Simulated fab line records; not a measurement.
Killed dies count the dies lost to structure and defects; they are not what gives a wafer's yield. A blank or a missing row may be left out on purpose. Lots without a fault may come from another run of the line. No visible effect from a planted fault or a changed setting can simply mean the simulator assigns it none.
Split-lot experiment    flow n5-finfet    on a route of 1938 steps: 7 lots, 39 wafers read

THE SPLIT ITSELF
At N5_BEOL_M8_ALD_77 (deposits TaN, target thk 2 nm, pulse time 2 s, purge time 3 s), the setting ald-cycles was moved away from the recipe's 40 on 9 of the 39 wafers read, by -52.5% to +55.0%. The other wafers ran this setting at the recipe's value.

The reading is taken at the split's own step.

THE READING
TaN_of_BEOL_M8_ALD_77.thk-nm (the simulator's own value, which no gauge read), in nm, at N5_BEOL_M8_ALD_77 (deposits TaN, target thk 2 nm, pulse time 2 s, purge time 3 s). There is no usual value for it anywhere in the file.

wafer   tool, chamber at the split  ald-cycles as run  against the recipe  TaN_of_BEOL_M8_ALD_77.thk-nm, nm  against lot-mates on the recipe
L075.1  ald-metal-04, 3,2,3         40                 recipe              2                                 -
L075.2  ald-metal-04, 3,2,3         40                 recipe              2                                 -
L075.6  ald-metal-04, 3,2,3         40                 recipe              2                                 -
L075.3  ald-metal-04, 0,1,0         62                 +55.0%              3.2                               +1.2
L075.4  ald-metal-04, 0,1,0         62                 +55.0%              3.2                               +1.2
L075.5  ald-metal-04, 0,1,0         62                 +55.0%              3.2                               +1.2
L076.1  ald-metal-01, 3,1,0         40                 recipe              2                                 -
L076.2  ald-metal-01, 3,1,0         40                 recipe              2                                 -
L076.5  ald-metal-01, 3,1,0         40                 recipe              2                                 -
L077.1  ald-metal-02, 1,2,3,0,2,3   40                 recipe              2                                 -
L077.2  ald-metal-02, 1,2,3,0,2,3   40                 recipe              2                                 -
L077.3  ald-metal-02, 1,2,3,0,2,3   40                 recipe              2                                 -
L077.4  ald-metal-02, 1,2,3,0,2,3   40                 recipe              2                                 -
L077.5  ald-metal-02, 1,2,3,0,2,3   40                 recipe              2                                 -
L077.6  ald-metal-02, 1,2,3,0,2,3   40                 recipe              2                                 -
L079.1  ald-metal-01, 0,2,3         19                 -52.5%              1                                 -1.0
L079.3  ald-metal-01, 0,2,3         19                 -52.5%              1                                 -1.0
L079.6  ald-metal-01, 0,2,3         19                 -52.5%              1                                 -1.0
L079.2  ald-metal-01, 1,3,2         40                 recipe              2                                 -
L079.4  ald-metal-01, 1,3,2         40                 recipe              2                                 -
L079.5  ald-metal-01, 1,3,2         40                 recipe              2                                 -
L081.1  ald-metal-04, 1,2,3         40                 recipe              2                                 -
L081.3  ald-metal-04, 1,2,3         40                 recipe              2                                 -
L081.4  ald-metal-04, 1,2,3         40                 recipe              2                                 -
L081.2  ald-metal-04, 0,2,1         55                 +37.5%              2.8                               +0.8
L081.5  ald-metal-04, 0,2,1         55                 +37.5%              2.8                               +0.8
L081.6  ald-metal-04, 0,2,1         55                 +37.5%              2.8                               +0.8
L093.1  ald-metal-01, 2,0,3,1,1,2   40                 recipe              2                                 -
L093.2  ald-metal-01, 2,0,3,1,1,2   40                 recipe              2                                 -
L093.3  ald-metal-01, 2,0,3,1,1,2   40                 recipe              2                                 -
L093.4  ald-metal-01, 2,0,3,1,1,2   40                 recipe              2                                 -
L093.5  ald-metal-01, 2,0,3,1,1,2   40                 recipe              2                                 -
L093.6  ald-metal-01, 2,0,3,1,1,2   40                 recipe              2                                 -
L096.1  ald-metal-01, 1,0,3,2,2,3   40                 recipe              2                                 -
L096.2  ald-metal-01, 1,0,3,2,2,3   40                 recipe              2                                 -
L096.3  ald-metal-01, 1,0,3,2,2,3   40                 recipe              2                                 -
L096.4  ald-metal-01, 1,0,3,2,2,3   40                 recipe              2                                 -
L096.5  ald-metal-01, 1,0,3,2,2,3   40                 recipe              2                                 -
L096.6  ald-metal-01, 1,0,3,2,2,3   40                 recipe              2                                 -
Rows listing several chambers each stand for several wafers; the file does not say which wafer went through which chamber.

FIT RESULTS
A straight line over all 39 wafers: TaN_of_BEOL_M8_ALD_77.thk-nm changes by +0.0206 nm for each +1% of ald-cycles; r = +1.00; the points scatter about the line by 0.028 nm.
The same after taking each lot's own level away (the mean of its wafers on the recipe; 39 wafers): +0.0206 nm for each +1%; r = +1.00; scatter 0.028 nm.
That fit puts the effect of the largest move of ald-cycles on the reading at 1.1 nm.
The lots' own levels span 2.00 to 2.00 nm.
Consequently the slope shifts little with the lot-to-lot level, the two slopes agreeing.
Check: with one of the wafers moved furthest among these (+55.0%) left out of the fit, the line predicts +1.14 nm for it against its lot-mates. It came out at +1.2 nm against them.

THESE WAFERS: OTHER SPLITS
These wafers also went through other splits before the reading. Each is held against what the fit with the lots' levels taken away leaves over:
other split on the same wafers             wafers away from the commonest value  r with TaN_of_BEOL_M8_ALD_77.thk-nm (lot level and that fit taken away)
N5_PMOS_HMC_CHANNEL_EPI_DESCUM_14 time-s   18                                    -0.24
N5_FIN_CUT_CUT_ETCH_26 target-depth-a      15                                    -0.06
N5_HKMG_FIN_ETCH_55 time-s                 9                                     -0.07
N5_MOL_CONTACT_COAG_ALD_27 ald-cycles      18                                    +0.47
N5_BEOL_M0_SAQP_DEVELOP_13 develop-time-s  18                                    +0.20
N5_BEOL_M5_HM_DEP_02 target-thk-a          15                                    +0.07

THE FILE'S OWN FIT
TaN_of_BEOL_M8_ALD_77.thk-nm changes by +0.0207 nm for each +1% of ald-cycles, r = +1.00.
